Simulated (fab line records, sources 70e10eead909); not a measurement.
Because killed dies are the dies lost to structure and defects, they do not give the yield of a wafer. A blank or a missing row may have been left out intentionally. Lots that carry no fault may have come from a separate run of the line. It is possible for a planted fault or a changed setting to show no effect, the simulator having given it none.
fab line records    flow nandHarc
record lots=5  wafers=15  lastDay=24
route steps=1159 shown A_CONTACT@905 END@1159
lots that met no fault: taken from a fault-free run of the same line
startH: start of the lot's first displayed wafer, in hours after the record's first day    waitH: hours since the lot's step before    " the same as in the row above    L1.1+2: one row covering several wafers at once    - value missing, or start not given    * or withheld: withheld    < > ~ a bound
route shown NAME@n: NAME is a module with steps in the file, n the number in the route of the first one    usual: mean/standard deviation of fault-free wafers    same: alike in all rows    chamber/n: place in a boat    sites: per-site readings    _std_site: standard deviation across them    _edge_site: outer sites' mean less inner sites'    radiusMm: how far each site lies from the wafer's centre    mask NAME#n: copy n    behind: the tool/chamber that last shaped the wafer    hold: the reason the lot was held/the length of the hold in hours/how it ended    device: whichever transistor did not switch (one of n, p or np)    end of line: the same wafers' tests at the end of the route    where a step has no rows: the recipe by itself    killed: at the first sort, the dies lost to defects and structure; wafer yield is something else    map: shows each die of a wafer: x if killed, . if not, _ if none is there
set.NAME: setting as actually run; set.NAME@STEP: the setting as run at that earlier step    model.NAME: the simulator's own value behind a step, which no gauge read
a table for each step, a row for each wafer; lots at some steps of the route
services: the hour from which a tool's chamber was out of use, counted from the record's first day as startH (under 0 if before that day), plus the number of hours and why
## steps
# step NHARC_A_CONTACT_ETCH_125
# recipe sourceW=withheld  pressureMtorr=20  biasV=1200  timeS=155  targetDepthA=9560  arFlowSccm=withheld  c4f8FlowSccm=withheld  o2FlowSccm=withheld  chemistry=C4F8/O2/Ar
# step NHARC_A_CONTACT_ETCH_126
# recipe sourceW=withheld  pressureMtorr=20  biasV=1200  timeS=155  targetDepthA=9560  arFlowSccm=withheld  c4f8FlowSccm=withheld  o2FlowSccm=withheld  chemistry=C4F8/O2/Ar
# step NHARC_A_CONTACT_ETCH_127
# recipe sourceW=withheld  pressureMtorr=20  biasV=1200  timeS=155  targetDepthA=9560  arFlowSccm=withheld  c4f8FlowSccm=withheld  o2FlowSccm=withheld  chemistry=C4F8/O2/Ar
lot.wafer  tool           chamber  startH  waitH  rfHoursCounterH
L118.1     harCapEtch-01  1        379.38  0.1    58
L118.4     "              1        "       "      -
L118.6     "              0        "       "      -
L122.2     harCapEtch-03  1        415.92  0.1    88
L122.1     "              0        "       "      88
L122.4     "              0        "       "      -
L123.2     harCapEtch-02  1        431.48  0.1    18
L123.3     "              1        "       "      -
L123.6     "              1        "       "      -
L131.2     harCapEtch-03  0        482.66  0.2    99
L131.3     "              1        "       "      -
L131.6     "              0        "       "      -
L138.4     harCapEtch-03  1        516.70  0.1    -
L138.6     "              0        "       "      -
L138.5     "              1        "       "      -
# step NHARC_A_CONTACT_ETCH_128
# recipe sourceW=withheld  pressureMtorr=20  biasV=1200  timeS=155  targetDepthA=9560  arFlowSccm=withheld  c4f8FlowSccm=withheld  o2FlowSccm=withheld  chemistry=C4F8/O2/Ar
# step NHARC_A_CONTACT_ETCH_129
# recipe sourceW=withheld  pressureMtorr=20  biasV=1200  timeS=155  targetDepthA=9560  arFlowSccm=withheld  c4f8FlowSccm=withheld  o2FlowSccm=withheld  chemistry=C4F8/O2/Ar
# step NHARC_A_CONTACT_ETCH_130
# recipe sourceW=withheld  pressureMtorr=20  biasV=1200  timeS=155  targetDepthA=9560  arFlowSccm=withheld  c4f8FlowSccm=withheld  o2FlowSccm=withheld  chemistry=C4F8/O2/Ar
lot.wafer  tool           chamber  startH  waitH  rfHoursCounterH
L118.1     harCapEtch-01  1        379.80  0.1    58
L118.4     "              1        "       "      -
L118.6     "              0        "       "      -
L122.2     harCapEtch-03  1        416.34  0.1    88
L122.1     "              0        "       "      88
L122.4     "              0        "       "      -
L123.2     harCapEtch-02  1        431.91  0.1    18
L123.3     "              1        "       "      -
L123.6     "              1        "       "      -
L131.2     harCapEtch-03  0        483.13  0.1    100
L131.3     "              1        "       "      -
L131.6     "              0        "       "      -
L138.4     harCapEtch-03  1        517.12  0.1    -
L138.6     "              0        "       "      -
L138.5     "              1        "       "      -
# step NHARC_A_CONTACT_ETCH_131
# recipe sourceW=withheld  pressureMtorr=20  biasV=1200  timeS=155  targetDepthA=9560  arFlowSccm=withheld  c4f8FlowSccm=withheld  o2FlowSccm=withheld  chemistry=C4F8/O2/Ar
# step NHARC_A_CONTACT_ETCH_132
# recipe sourceW=withheld  pressureMtorr=20  biasV=1200  timeS=156  targetDepthA=9580  arFlowSccm=withheld  c4f8FlowSccm=withheld  o2FlowSccm=withheld  chemistry=C4F8/O2/Ar
# step NHARC_A_CONTACT_ETCH_133
# recipe sourceW=withheld  pressureMtorr=20  biasV=400  timeS=195  targetDepthA=8400  arFlowSccm=withheld  c4f8FlowSccm=11.5  o2FlowSccm=7.2  chemistry=C4F8/O2/Ar
lot.wafer  tool           chamber  startH  waitH  rfHoursCounterH
L118.1     harCapEtch-01  1        380.26  0.1    59
L118.4     "              1        "       "      -
L118.6     "              0        "       "      -
L122.2     harCapEtch-03  1        416.77  0.1    89
L122.1     "              0        "       "      89
L122.4     "              0        "       "      -
L123.2     harCapEtch-02  1        432.36  0.1    19
L123.3     "              1        "       "      -
L123.6     "              1        "       "      -
L131.2     harCapEtch-03  0        483.56  0.1    100
L131.3     "              1        "       "      -
L131.6     "              0        "       "      -
L138.4     harCapEtch-03  1        517.61  0.2    -
L138.6     "              0        "       "      -
L138.5     "              1        "       "      -
# step NHARC_A_CONTACT_ETCH_91
# recipe targetDepthA=400  overEtchFrac=0.5  timeS=85.7  ionEnergyEv=120  ch3fFlowSccm=50  o2FlowSccm=30  arFlowSccm=200  rfW=500  biasW=100  chemistry=CH3F/O2
# step NHARC_A_CONTACT_ETCH_97
# recipe targetDepthA=200  overEtchFrac=0.5  timeS=10  ionEnergyEv=250  c4f6FlowSccm=25  o2FlowSccm=20  arFlowSccm=500  rfW=600  biasW=500  chemistry=C4F6/O2
# step NHARC_A_CONTACT_CD_MEAS_80
# usual cdNm=189.8/0.8
lot.wafer  tool      chamber  startH  waitH  cdNm
L118.1     cdSem-01  -        381.01  -      189.6
L118.4     "         -        "       "      190.1
L118.6     "         -        "       "      190.1
L122.1     cdSem-03  -        417.57  -      189.6
L122.2     "         -        "       "      189.7
L122.4     "         -        "       "      189.8
L123.2     cdSem-01  -        433.13  -      190.8
L123.3     "         -        "       "      191.2
L123.6     "         -        "       "      190.6
L131.2     cdSem-02  -        484.35  -      189.9
L131.3     "         -        "       "      190.8
L131.6     "         -        "       "      190.6
L138.4     cdSem-03  -        518.30  -      187.1
L138.5     "         -        "       "      187.0
L138.6     "         -        "       "      187.4
# step NHARC_A_CONTACT_STRIP_103
# recipe n2FlowSccm=150  h2FlowSccm=150  arFlowSccm=0  biasW=0  chemistry=N2/H2
lot.wafer   tool        chamber  startH  waitH
L118.4+1+6  rieDiel-02  0,1,2    381.12  0.1
L122.4+1+2  rieDiel-11  3,0,1    417.65  0.1
L123.2+3+6  rieDiel-11  0,1,2    433.22  0.1
L131.2+3+6  rieDiel-03  1,2,2    484.42  0.1
L138.6+5+4  rieDiel-02  1,3,0    518.41  0.1
# step NHARC_A_CONTACT_STRIP_104
# recipe cf4FlowSccm=100  chf3FlowSccm=30  arFlowSccm=0  biasW=0  chemistry=CF4/CHF3
# step NHARC_A_CONTACT_STRIP_105
# recipe o2FlowSccm=400  cosFlowSccm=20  arFlowSccm=0  biasW=0  chemistry=O2/COS
# step NHARC_A_CONTACT_ETCH_106
# recipe targetDepthA=600  overetchA=60  timeS=33  ionEnergyEv=100  cf4FlowSccm=80  o2FlowSccm=20  arFlowSccm=0  rfW=300  biasW=100  chemistry=CF4/O2
# step NHARC_A_CONTACT_STRIP_82
# recipe o2FlowSccm=500  arFlowSccm=0  biasW=0  chemistry=O2
# step NHARC_A_CONTACT_STRIP_83
# recipe timeS=600  tempC=30  chemistry=postEtchResidueRemover
# step NHARC_A_CONTACT_DEP_84
# recipe targetThkA=20000  tempC=400  material=aC
# step NHARC_A_CONTACT_DEP_85
# recipe targetThkA=500  targetThkNm=50  tempC=400  pressureTorr=3.5  flowSccm=200  rfW=350  material=SiON
# step NHARC_A_CONTACT_DEHYDRATE_00
# recipe tempC=150  timeS=120
# step NHARC_A_CONTACT_HMDS_01
# recipe timeS=30
# step NHARC_A_CONTACT_COAT_86
# recipe tempC=260  timeS=75
# step NHARC_A_CONTACT_COAT_87
# recipe tempC=225  timeS=65
# step NHARC_A_CONTACT_COAT_02
# recipe spinRpm=1500  resistThkNm=90
# step NHARC_A_CONTACT_SOFTBAKE_03
# recipe tempC=105  timeS=55
# step NHARC_A_CONTACT_EBR_04
# step NHARC_A_CONTACT_EXPOSE_05
# recipe na=1.35  sigmaOuter=0.8  doseMj=84.24  maskId=A_CC
# step NHARC_A_CONTACT_PEB_06
# recipe pebTempC=100  pebTimeS=65
# step NHARC_A_CONTACT_DEVELOP_07
# recipe developTimeS=35  devTempC=23
# step NHARC_A_CONTACT_CD_MEAS_08
# recipe targetCdNm=100  landingEnergyEv=500
# usual cdNm=99.8/0.51
lot.wafer  tool      chamber  startH  waitH  cdNm
L118.1     cdSem-01  0        383.80  -      99.9
L118.4     "         0        "       "      99.6
L118.6     "         0        "       "      99.2
L122.1     cdSem-03  0        421.39  -      99.7
L122.2     "         0        "       "      99.6
L122.4     "         0        "       "      99.8
L123.2     cdSem-03  0        436.07  -      100.8
L123.3     "         0        "       "      100.4
L123.6     "         0        "       "      100.0
L131.2     cdSem-02  0        490.69  -      99.4
L131.3     "         0        "       "      99.7
L131.6     "         0        "       "      99.3
L138.4     cdSem-02  0        521.96  -      100.0
L138.5     "         0        "       "      99.8
L138.6     "         0        "       "      99.5
# step NHARC_A_CONTACT_OVL_MEAS_09
# usual overlayXNm=-0.1/0.93  overlayYNm=-0.3/0.73
lot.wafer  tool        chamber  startH  waitH  overlayXNm  overlayYNm
L118.1     overlay-02  -        383.89  -      -0.7        -1.4
L118.4     "           -        "       "      -0.8        -2.0
L118.6     "           -        "       "      -0.4        -1.5
L122.1     overlay-01  -        421.48  -      0.0         -0.3
L122.2     "           -        "       "      0.1         0.1
L122.4     "           -        "       "      0.1         0.4
L123.2     overlay-01  -        436.15  -      0.3         -1.7
L123.3     "           -        "       "      0.0         -1.6
L123.6     "           -        "       "      0.1         -0.9
L131.2     overlay-02  -        490.77  -      1.1         0.0
L131.3     "           -        "       "      0.9         0.5
L131.6     "           -        "       "      0.9         0.2
L138.4     overlay-02  -        522.04  -      -0.4        -2.0
L138.5     "           -        "       "      -0.1        -1.4
L138.6     "           -        "       "      -0.5        -1.3
# step NHARC_A_CONTACT_DESCUM_13
# recipe timeS=3  o2FlowSccm=200  arFlowSccm=0  biasPowerW=0  chemistry=O2
# step NHARC_A_CONTACT_ETCH_88
# recipe targetDepthA=390  overEtchFrac=0.3  timeS=65  ionEnergyEv=80  cf4FlowSccm=150  arFlowSccm=0  rfW=300  biasW=100  chemistry=CF4
# step NHARC_A_CONTACT_ETCH_89
# recipe targetDepthA=2600  overEtchFrac=0.3  timeS=475.3  ionEnergyEv=200  n2FlowSccm=150  h2FlowSccm=150  arFlowSccm=0  rfW=400  biasW=150  chemistry=N2/H2
# step NHARC_A_CONTACT_ETCH_30
# recipe targetDepthA=605  timeS=30.2  cf4FlowSccm=100  chf3FlowSccm=30  arFlowSccm=0  rfW=500  biasW=200  chemistry=CF4/CHF3
# usual biasW=200.1/0.56  chf3FlowSccm=29.99/0.085  drypumpMotorCurrentA=5.6/0.52  oesProductAu=0.937/0.022  rfFwdPowerW=492.2/2.1  rfVppV=369.8/1.9  showerheadPlenumPTorr=1.55/0.05  throttleValvePct=16.803/0.0094
lot.wafer  tool        chamber  startH  waitH  biasW  chf3FlowSccm  drypumpMotorCurrentA  oesProductAu  rfFwdPowerW  rfHoursCounterH  rfVppV  showerheadPlenumPTorr  throttleValvePct
L118.1     rieDiel-03  2        -       -      199.4  29.88         5.6                   0.928         486.3        51               371.6   1.65                   16.802
L118.4     "           1        "       "      199.9  29.96         4.9                   0.927         489.9        58               372.1   1.61                   16.800
L118.6     "           2        "       "      200.4  30.08         5.7                   0.917         486.3        -                372.9   1.65                   16.808
L122.2     rieDiel-11  1        -       -      200.1  29.86         6.4                   0.922         492.1        19               372.0   1.60                   16.785
L122.4     "           2        "       "      199.7  29.93         5.6                   0.922         494.0        20               366.9   1.47                   16.817
L122.1     "           0        "       "      200.5  30.04         6.1                   0.916         492.3        19               367.7   1.53                   16.794
L123.2     rieDiel-11  0        -       -      199.8  29.93         6.1                   0.916         487.6        23               368.3   1.53                   16.813
L123.3     "           1        "       "      200.6  29.95         6.4                   0.915         490.8        23               373.1   1.60                   16.800
L123.6     "           2        "       "      200.4  29.87         5.6                   0.920         495.3        -                368.0   1.47                   16.799
L131.2     rieDiel-02  3        -       -      201.2  30.00         5.7                   0.989         491.9        31               368.4   1.52                   16.797
L131.3     "           0        "       "      200.9  29.98         4.7                   0.963         494.9        30               372.1   1.61                   16.785
L131.6     "           0        "       "      199.7  30.04         4.7                   0.975         493.1        -                371.9   1.61                   16.812
L138.4     rieDiel-02  1        -       -      200.5  29.95         5.3                   0.919         493.6        2                368.7   1.55                   16.805
L138.6     "           2        "       "      200.1  30.01         5.3                   0.939         490.0        -                370.7   1.55                   16.809
L138.5     "           3        "       "      201.0  29.93         5.7                   0.928         490.7        -                369.2   1.51                   16.808
# step NHARC_A_CONTACT_ETCH_31
# recipe targetDepthA=20000  overEtchFrac=0.3  timeS=520  ionEnergyEv=150  o2FlowSccm=400  cosFlowSccm=20  arFlowSccm=0  rfW=500  biasW=300  chemistry=O2/COS
# step NHARC_A_CONTACT_ETCH_134
# recipe sourceW=withheld  pressureMtorr=20  biasV=withheld  timeS=140  targetDepthA=7000  arFlowSccm=withheld  c4f8FlowSccm=withheld  o2FlowSccm=withheld  chemistry=C4F8/O2/Ar
# step NHARC_A_CONTACT_ETCH_135
# recipe sourceW=withheld  pressureMtorr=20  biasV=3000  timeS=132  targetDepthA=12870  arFlowSccm=withheld  c4f8FlowSccm=withheld  o2FlowSccm=withheld  chemistry=C4F8/O2/Ar
lot.wafer  tool           chamber  startH  waitH  rfHoursCounterH
L118.1     harCapEtch-01  0        385.23  0.2    60
L118.4     "              0        "       "      -
L118.6     "              1        "       "      -
L122.2     harCapEtch-02  1        422.78  0.2    17
L122.1     "              0        "       "      17
L122.4     "              0        "       "      -
L123.2     harCapEtch-03  1        437.47  0.2    91
L123.3     "              0        "       "      -
L123.6     "              1        "       "      -
L131.2     harCapEtch-02  1        492.11  0.2    30
L131.3     "              1        "       "      -
L131.6     "              0        "       "      -
L138.4     harCapEtch-02  0        523.62  0.1    -
L138.6     "              1        "       "      -
L138.5     "              0        "       "      -
# step NHARC_A_CONTACT_ETCH_136
# recipe sourceW=withheld  pressureMtorr=20  biasV=3000  timeS=132  targetDepthA=12870  arFlowSccm=withheld  c4f8FlowSccm=withheld  o2FlowSccm=withheld  chemistry=C4F8/O2/Ar
# step NHARC_A_CONTACT_ETCH_137
# recipe sourceW=withheld  pressureMtorr=20  biasV=3000  timeS=132  targetDepthA=12870  arFlowSccm=withheld  c4f8FlowSccm=withheld  o2FlowSccm=withheld  chemistry=C4F8/O2/Ar
# step NHARC_END_SORT_01
# recipe tempC=25
# usual killedAtArray=26/10  killedAtOther=0.5/0.87  killedAtPeriphery=3.0/2.5  killedDies=29/11  killedOpen=3.3/1.9  killedShort=1.8/1.5
# same grossDies=677
lot.wafer  tool       chamber  startH  waitH  killedAtArray  killedAtOther  killedAtPeriphery  killedDies  killedOpen  killedShort
L123.2     prober-02  0        492.12  2.8    24             0              4                  28          4           1
L123.3     prober-02  0        492.92  3.1    25             0              1                  26          4           1
L123.6     prober-02  0        495.33  4.0    70             0              1                  71          3           3
# killed by level:class
L123.2 A_CHANNEL_HOLE_D1:chamberFilmFlake=21 P_CONTACT:geometricParticle:open=2 P_M0:geometricParticle:open=1 A_ONON_D1:geometricParticle:open=1 A_CHANNEL_FILL_D1:geometricParticle:short=1 P_STI:chamberFilmFlake=1 A_CONTACT:chamberFilmFlake=1
L123.3 A_CHANNEL_HOLE_D1:chamberFilmFlake=14 A_CONTACT:chamberFilmFlake=4 A_STAIRCASE:chamberFilmFlake=2 P_CONTACT:geometricParticle:open=1 A_WL_FILL:geometricParticle:short=1 A_CONTACT:geometricParticle:open=1 A_BLC:geometricParticle:open=1 A_M0:geometricParticle:open=1
L123.6 A_CONTACT:unspecified=41 A_CHANNEL_HOLE_D1:chamberFilmFlake=14 A_CONTACT:chamberFilmFlake=7 A_M0:geometricParticle:open=3 A_CHANNEL_FILL_D1:geometricParticle:short=2 A_BONDPAD:chamberFilmFlake=2 A_WL_FILL:geometricParticle:short=1 P_STI:chamberFilmFlake=1
# map L123.6 (x killed, . not)
____________.____________
_________......._________
_______..........._______
______.............______
_____..............._____
____......x..........____
____.................____
___.........x.......x.___
___...................___
__.....................__
__.....................__
_......................._
_.....x................._
_......................._
_......................._
_....................x.._
.........................
......................xx.
.......................xx
.....................xxxx
..............x......xxxx
_....................xxx_
_...................xxxx_
_...................xxxx_
_......x.......x....xxxx_
_..........x........xxxx_
__..................xxx__
__..................xxx__
___..........x......xx___
___.......x.x.......xx___
____..x...xxx.x..x..x____
____..x..x.xx........____
_____x..x.xx........_____
______.......x.....______
_______..x.x......_______
_________......._________
____________.____________
# map L122.2 (x killed, . not)
____________.____________
_________......._________
_______..........._______
______.............______
_____............x.._____
____.................____
____.................____
___...................___
___...................___
__....x............x...__
__.....................__
_......................._
_......................._
_.....x................._
_......................._
_......................._
.........................
.........................
.........................
x........................
..............x..x...x...
_................x......_
_.............xx........_
_.............x..xx....._
_..........xx..x........_
_............xx.x......._
__...........xx........__
__...........xx........__
___..................x___
___..........x...x....___
____........x........____
____.................____
_____.............x._____
______.............______
_______.x........._______
_________......._________
____________.____________
## services
tool           chamber  startH  hours  kind
rieDiel-11     -        355.38  0.4    repair
rieDiel-11     1        361.75  2.5    repair
rieDiel-02     0        362.68  -      clean
rieDiel-02     1        362.68  -      clean
rieDiel-02     2        362.68  -      clean
rieDiel-02     3        362.68  -      clean
rieDiel-11     -        366.50  9.0    pm
rieDiel-11     0        366.50  9.0    ventCycle
rieDiel-11     1        366.50  9.0    ventCycle
rieDiel-11     2        366.50  9.0    ventCycle
rieDiel-11     3        366.50  9.0    ventCycle
rieDiel-11     0        375.50  -      clean
rieDiel-11     1        375.50  -      clean
rieDiel-11     2        375.50  -      clean
rieDiel-11     3        375.50  -      clean
rieDiel-02     0        387.20  -      clean
rieDiel-03     -        392.47  9.0    pm
rieDiel-02     -        406.24  0.3    repair
harCapEtch-03  -        407.80  0.5    repair
rieDiel-02     1        428.88  15.5   repair
rieDiel-11     2        473.71  9.0    repair
rieDiel-11     3        504.03  5.2    repair
rieDiel-02     -        506.18  9.0    pm
rieDiel-02     2        517.49  2.4    repair
## key
firstSign step=NHARC_END_SORT_01  reading=killedAtArray  direction=up  sigmas=4.4  usual=26  struck=70
effect step=NHARC_END_SORT_01  reading=killedDies  direction=up  sigmas=3.9  usual=29  struck=71
moreKillsBornAt NHARC_A_CONTACT_STRIP_103@rieDiel-11=41
metAt NHARC_A_CONTACT_STRIP_103
struckWafers L123.6
testerLeftOut L123
fault kind=chamberParticleSource  tool=rieDiel-11  chamber=2  onsetH=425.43  steps=NHARC_A_CONTACT_STRIP_103  ratePerVisitCm2=1.4042  endH=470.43
# testerLeftOut: of these lots the tester's yield and bins aren't shown, on N5 and GAA mostly nor the transistor test; their killed dies are dies lost to structure and defects alone, not to doping, threshold or leakage, so they don't give the yield
